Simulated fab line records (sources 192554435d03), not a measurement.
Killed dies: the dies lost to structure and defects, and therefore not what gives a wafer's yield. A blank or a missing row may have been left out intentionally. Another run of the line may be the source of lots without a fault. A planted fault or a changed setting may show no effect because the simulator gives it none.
The tool behind it: which one?    flow n5-finfet    36 wafers from 12 lots sampled at 5 of the route's 1938 steps

== WHAT EACH GAUGE READ, for each wafer ==
N5_BEOL_M1_THK_MEAS_53: measures by xrf.
lot   measured      on             M1_THK (nm)
L075  day 6 16:52   film-metro-02  39.3 40.3 40.3
L077  day 7 03:17   film-metro-02  40.1 40.0 39.8
L079  day 7 16:37   film-metro-02  37.5 41.0 38.9
L081  day 8 06:46   film-metro-01  39.5 41.3 41.9
L083  day 8 15:22   film-metro-01  39.8 40.9 41.9
L086  day 9 16:10   film-metro-01  40.1 41.0 39.4
L087  day 10 01:53  film-metro-01  41.0 43.0 39.9
L089  day 10 07:37  film-metro-01  38.3 40.4 39.2
L091  day 10 13:29  film-metro-01  41.2 41.0 41.2
L093  day 11 12:11  film-metro-01  37.9 39.4 40.5
L095  day 11 23:17  film-metro-01  40.4 44.0 42.2
L097  day 12 06:47  film-metro-02  42.4 42.4 42.6

== WHICH TOOL RAN EACH LOT (tool, then ch and the chambers of the sampled wafers, then the start) ==
lot   N5_BEOL_M1_SPUTTER_79         N5_BEOL_M1_SPUTTER_90         N5_BEOL_M1_ANNEAL_91          N5_BEOL_M1_SPUTTER_92
L075  pvd-sputter-03, day 6 14:32   pvd-sputter-03, day 6 15:25   pvd-sputter-03, day 6 15:29   pvd-sputter-03, day 6 15:38
L077  pvd-sputter-03, day 7 00:56   pvd-sputter-03, day 7 01:49   pvd-sputter-03, day 7 01:53   pvd-sputter-03, day 7 02:02
L079  pvd-sputter-03, day 7 14:17   pvd-sputter-03, day 7 15:10   pvd-sputter-03, day 7 15:14   pvd-sputter-03, day 7 15:23
L081  pvd-sputter-02, day 8 04:17   pvd-sputter-02, day 8 05:10   pvd-sputter-02, day 8 05:15   pvd-sputter-02, day 8 05:23
L083  pvd-sputter-03, day 8 13:02   pvd-sputter-03, day 8 13:55   pvd-sputter-03, day 8 14:00   pvd-sputter-03, day 8 14:08
L086  pvd-sputter-02, day 9 13:50   pvd-sputter-02, day 9 14:43   pvd-sputter-02, day 9 14:47   pvd-sputter-02, day 9 14:56
L087  pvd-sputter-02, day 9 23:34   pvd-sputter-02, day 10 00:26  pvd-sputter-02, day 10 00:31  pvd-sputter-02, day 10 00:40
L089  pvd-sputter-03, day 10 05:17  pvd-sputter-03, day 10 06:10  pvd-sputter-03, day 10 06:14  pvd-sputter-03, day 10 06:23
L091  pvd-sputter-02, day 10 10:53  pvd-sputter-02, day 10 11:46  pvd-sputter-02, day 10 11:51  pvd-sputter-02, day 10 11:59
L093  pvd-sputter-01, day 11 09:52  pvd-sputter-01, day 11 10:44  pvd-sputter-01, day 11 10:49  pvd-sputter-01, day 11 10:58
L095  pvd-sputter-02, day 11 20:58  pvd-sputter-02, day 11 21:51  pvd-sputter-02, day 11 21:56  pvd-sputter-02, day 11 22:04
L097  pvd-sputter-03, day 12 04:28  pvd-sputter-03, day 12 05:20  pvd-sputter-03, day 12 05:25  pvd-sputter-03, day 12 05:34
- N5_BEOL_M1_SPUTTER_79: material Cu, target thk 4.5 nm, time 8.29 s.
- N5_BEOL_M1_SPUTTER_90: material Cu, target thk 4.5 nm, time 8.29 s.
- N5_BEOL_M1_ANNEAL_91: time 240 s.
- N5_BEOL_M1_SPUTTER_92: material Cu, target thk 4.5 nm, time 8.29 s.

== THE ANSWER, worked out from the rows above alone ==
Rule: what is usual is taken from the lots themselves. The widest of any qualifying gaps counts: lots, ordered by their means at a reading, are off when they make up no more than a third of the lots, leave a main group of 4 or more, and stand apart from it by 3 or more times the standard deviation of that group's means. A main group whose means are all the same, to the digits that the tables above print for the reading, isn't used. Also off: a lot with no number at a reading for which 4 or more lots have one. Any other lot the step has rows for is counted as sound.
Nothing can be told from this: no lot is off at any reading shown.

== WHAT HAD BEEN PUT IN BY THE SIMULATOR ==
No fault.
